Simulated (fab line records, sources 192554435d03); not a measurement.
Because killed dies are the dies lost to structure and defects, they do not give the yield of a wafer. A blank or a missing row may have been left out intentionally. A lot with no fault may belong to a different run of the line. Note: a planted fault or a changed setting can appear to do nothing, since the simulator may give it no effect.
Matching of chambers	flow n5 finfet	3 sister chambers for N5_BEOL_M9_CURE_72 on uv cure-01
The step cures SiCOH lowk, time 120 s. 6 wafers are shown with their chamber, then 12 later ones without.

WAFERS WITH THEIR CHAMBER
wafer	chamber	wafer_temp_C_max	lamp power pct (%)
L084.2	0	371.8	52.24
L084.6	0	372.0	52.26
L087.3	2	371.6	52.30
L087.6	2	371.3	52.37
L090.4	1	370.9	52.31
L090.5	1	371.4	52.34

WAFERS WHOSE CHAMBER IS MISSING
wafer	wafer_temp_C_max	lamp power pct (%)
L095.1	371.3	52.34
L095.5	370.8	52.31
L095.6	371.3	52.31
L095.2	370.9	52.29
L095.3	371.0	52.25
L095.4	371.0	52.31
L096.1	372.1	52.29
L096.5	372.1	52.31
L096.6	371.9	52.27
L096.2	371.6	52.20
L096.3	371.5	52.34
L096.4	371.9	52.30

WHICH CHAMBER EACH WENT THROUGH
wafer	from the rows above	in truth
L095.1	can't be placed: 2 or 1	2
L095.5	can't be placed: 1 or 2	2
L095.6	can't be placed: 1 or 2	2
L095.2	can't be placed: 1 or 2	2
L095.3	can't be placed: 1 or 2 or 0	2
L095.4	can't be placed: 1 or 2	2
L096.1	can't be placed: 0 or 2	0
L096.5	can't be placed: 0 or 2 or 1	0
L096.6	0	0
L096.2	0	0
L096.3	can't be placed: 2 or 1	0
L096.4	can't be placed: 0 or 2 or 1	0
Correct placement for 2 of the 12. Can't be placed from these rows: 10 (the true chamber is among the candidates in 9). 0 placed wrongly.
How it was worked out, from the rows above alone: a wafer's distance from a chamber is the root of the sum, over the readings, of the square of ((its reading less the chamber's mean) divided by the reading's scatter). The wafer belongs to the nearest chamber; if the next one is less than 2 further off, it can't be placed. A chamber's mean is the mean of its shown wafers. The scatter: the root of (the sum of the squares of (reading less its chamber's mean) over the shown wafers, divided by (wafers less chambers)).
